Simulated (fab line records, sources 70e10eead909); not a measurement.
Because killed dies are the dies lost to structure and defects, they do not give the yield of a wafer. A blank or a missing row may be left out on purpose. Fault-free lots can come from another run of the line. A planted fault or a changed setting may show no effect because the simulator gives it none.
The same fault as seen by 2 desks / flow nand-harc / every desk sees just its own numbers, and what lay behind them comes last

AT THE METROLOGY DESK
Means of the sampled wafers that have a number, per lot and without regard to the tool the lot ran on: this is what the gauges read. If a lot's mean is further than 4 standard deviations from the usual mean, the lot is out of limits and carries the mark OUT (the distance appears in the brackets).
Columns: A = trench-depth-nm at NHARC_P_STI_OCD_MEAS_43, usual 301 nm; B = trench-foot-cd-nm at NHARC_P_STI_OCD_MEAS_43, usual 159 nm
lot=L748; first seen here=day 2 19:35; A=298; B=162
lot=L749; first seen here=day 3 06:28; A=295; B=160
lot=L750; first seen here=day 3 17:34; A=303; B=158
lot=L751; first seen here=day 4 02:59; A=307; B=153
lot=L752; first seen here=day 4 14:26; A=305; B=158
lot=L753; first seen here=day 4 22:53; A=302; B=160
lot=L756; first seen here=day 6 06:51; A=298; B=162
lot=L764; first seen here=day 9 11:55; A=303; B=156
lot=L766; first seen here=day 10 10:33; A=306; B=156
lot=L768; first seen here=day 11 06:40; A=303; B=161
lot=L770; first seen here=day 12 00:54; A=297; B=155
lot=L771; first seen here=day 12 15:38; A=304; B=158
Finding of this desk: none of the 12 lots has anything out of limits.

FOR THE TOOL OWNER'S DESK: rie-diel-01
The tool's own readings at NHARC_P_GATE_ETCH_104 (etches the open film in CF4/CHF3, target depth 60 nm): means of the sampled wafers that have a number, for each lot that ran on this tool. If a lot's mean is further than 4 standard deviations from the usual mean, the lot is out of limits and carries the mark OUT (the distance appears in the brackets).
Columns: A = chamber-pressure-mTorr at NHARC_P_GATE_ETCH_104, usual 25.000 mTorr; B = drypump-motor-current-A at NHARC_P_GATE_ETCH_104, usual 5.73 A; C = oes-product-au at NHARC_P_GATE_ETCH_104, usual 0.948 a.u.; D = rf-fwd-power-W at NHARC_P_GATE_ETCH_104, usual 492 W; E = rf-vpp-V at NHARC_P_GATE_ETCH_104, usual 370.4 V; F = showerhead-plenum-p-Torr at NHARC_P_GATE_ETCH_104, usual 1.57 Torr; G = throttle-valve-pct at NHARC_P_GATE_ETCH_104, usual 16.803 %
lot=L748; first seen here=day 4 21:26; A=25.024; B=5.60; C=0.923; D=488; E=368.2; F=1.50; G=16.803
lot=L749; first seen here=day 5 10:05; A=25.012; B=5.72; C=0.975; D=491; E=370.0; F=1.56; G=16.796
lot=L750; first seen here=day 5 17:19; A=24.995; B=5.76; C=0.948; D=490; E=369.7; F=1.55; G=16.798
lot=L752; first seen here=day 6 16:47; A=24.974; B=5.71; C=0.927; D=491; E=370.1; F=1.56; G=16.794
lot=L756; first seen here=day 8 13:51; A=25.004; B=5.74; C=1.035; D=557 (+22) OUT; E=370.1; F=1.55; G=16.814
lot=L768; first seen here=day 13 10:20; A=24.991; B=5.79; C=0.952; D=492; E=370.5; F=1.55; G=16.804
lot=L771; first seen here=day 14 18:06; A=25.013; B=5.61; C=0.910; D=490; E=367.4; F=1.50; G=16.813
This desk's verdict: out of limits on L756, starting with L756 at day 8 13:51 (rf-fwd-power-W at NHARC_P_GATE_ETCH_104). Within limits: L748, L749, L750, L752, L768, L771.

PUT TOGETHER
The tool owner's desk could have raised an alarm at day 8 13:51, on L756.
From the metrology desk's view, nothing was out of limits.
The metrology desk has L756 on record, within its limits.
All the named lots went through NHARC_P_GATE_ETCH_104 on rie-diel-01.

WHAT HAD BEEN PUT IN BY THE SIMULATOR
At NHARC_P_GATE_ETCH_104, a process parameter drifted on rie-diel-01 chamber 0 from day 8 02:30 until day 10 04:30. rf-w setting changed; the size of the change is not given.
Shown lots that were struck: L756.
How many hours passed from the start of the fault until each desk's first out-of-limits reading: the tool owner's desk, 11.
